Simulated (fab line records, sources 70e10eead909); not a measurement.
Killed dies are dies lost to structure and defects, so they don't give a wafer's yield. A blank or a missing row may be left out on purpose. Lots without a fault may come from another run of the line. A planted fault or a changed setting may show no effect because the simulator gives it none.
A struck lot beside a sound one | flow nand_harc | 16 steps out of a route of 1302
Sound: wafers L957.1, L957.4, L957.6. Struck: wafer L969.5. (L969.2, L969.3 of the same lot were not struck and are left out.) The cause comes at the end.
At each step with rows: each side's tool, then ch and its chambers, then its first start. Under that, the readings that differ: sound wafers | struck wafers | difference of the means | sigmas: that difference in standard deviations of wafers without a fault.
alike: readings whose means differ by less than 2 such deviations, and words and numbers that are the same on both sides. not compared: withheld readings, readings that some wafer has no value for, bounds like >300 that may hide the same value, and numbers for which the record gives no deviation and whose values overlap.
The two part at a step that has a row with sigmas, a row that says differs or no value, or rows on one side only. Numbers that don't overlap but have no deviation are shown without sigmas and don't part them. A reading that every wafer of one side lacks parts them only if that side has two wafers or more.

NHARC_A_DECK1_JOINT_INSPECT_05:
  sound on defect_inspect-02, day 14 04:31; struck on defect_inspect-02, day 19 02:05
  alike: raw_defect_count
then, 1 step without rows for these wafers: NHARC_A_ONON_D2_DEP_00 (target thk 1000 nm).
NHARC_A_ONON_D2_THK_MEAS_02: measures by ellipsometry.
  sound on film_metro-01, day 14 05:05; struck on film_metro-01, day 19 02:40
  reading     | sound          | struck | difference | sigmas
  thk_nm (nm) | 1011 1010 1010 | 990    | -20        | -2
then, 1 step without rows for these wafers: NHARC_A_ONON_D2_DEP_03 (target thk 1000 nm).
NHARC_A_ONON_D2_THK_MEAS_05: measures by ellipsometry.
  sound on film_metro-02, day 14 05:40; struck on film_metro-02, day 19 03:14
  alike: thk_nm
then, 1 step without rows for these wafers: NHARC_A_ONON_D2_DEP_06 (target thk 1000 nm).
NHARC_A_ONON_D2_THK_MEAS_08: measures by ellipsometry.
  sound on film_metro-02, day 14 06:14; struck on film_metro-01, day 19 03:48
  alike: thk_nm
then, 1 step without rows for these wafers: NHARC_A_ONON_D2_DEP_09 (target thk 1000 nm).
NHARC_A_ONON_D2_THK_MEAS_11: measures by ellipsometry.
  sound on film_metro-02, day 14 06:48; struck on film_metro-02, day 19 04:22
  alike: thk_nm
then, 1 step without rows for these wafers: NHARC_A_ONON_D2_DEP_12 (target thk 1000 nm).
NHARC_A_ONON_D2_THK_MEAS_14: measures by ellipsometry.
  sound on film_metro-01, day 14 07:22; struck on film_metro-02, day 19 04:56
  alike: thk_nm
then, 1 step without rows for these wafers: NHARC_A_ONON_D2_ANNEAL_15 (time 3600 s).
NHARC_A_ONON_D2_DEP_16: target thk 1000 nm.
  sound on pecvd_onon-01 ch 0, day 14 14:37; struck on pecvd_onon-02 ch 0, day 19 09:25
NHARC_A_ONON_D2_THK_MEAS_18: measures by ellipsometry.
  sound on film_metro-02, day 14 15:07; struck on film_metro-01, day 19 09:52
  reading     | sound          | struck | difference | sigmas
  thk_nm (nm) | 1003 1004 1004 | 1511   | +507       | +65
then, 1 step without rows for these wafers: NHARC_A_ONON_D2_DEP_19 (target thk 1000 nm).
-- the record jumps here: 11 days lie between the struck wafers' starts before and after (it left off in module A_ONON_D2 and takes up again in module END, whose first step shown is number 1302 of the route) --
NHARC_END_SORT_01:
  the record has rows for the struck wafers here (prober-01 ch 0, day 30 17:03) and none for the sound ones

WHERE THEY PART
First at NHARC_A_ONON_D2_THK_MEAS_02; last, within this record, at NHARC_END_SORT_01.

WHY: what the simulator had put in
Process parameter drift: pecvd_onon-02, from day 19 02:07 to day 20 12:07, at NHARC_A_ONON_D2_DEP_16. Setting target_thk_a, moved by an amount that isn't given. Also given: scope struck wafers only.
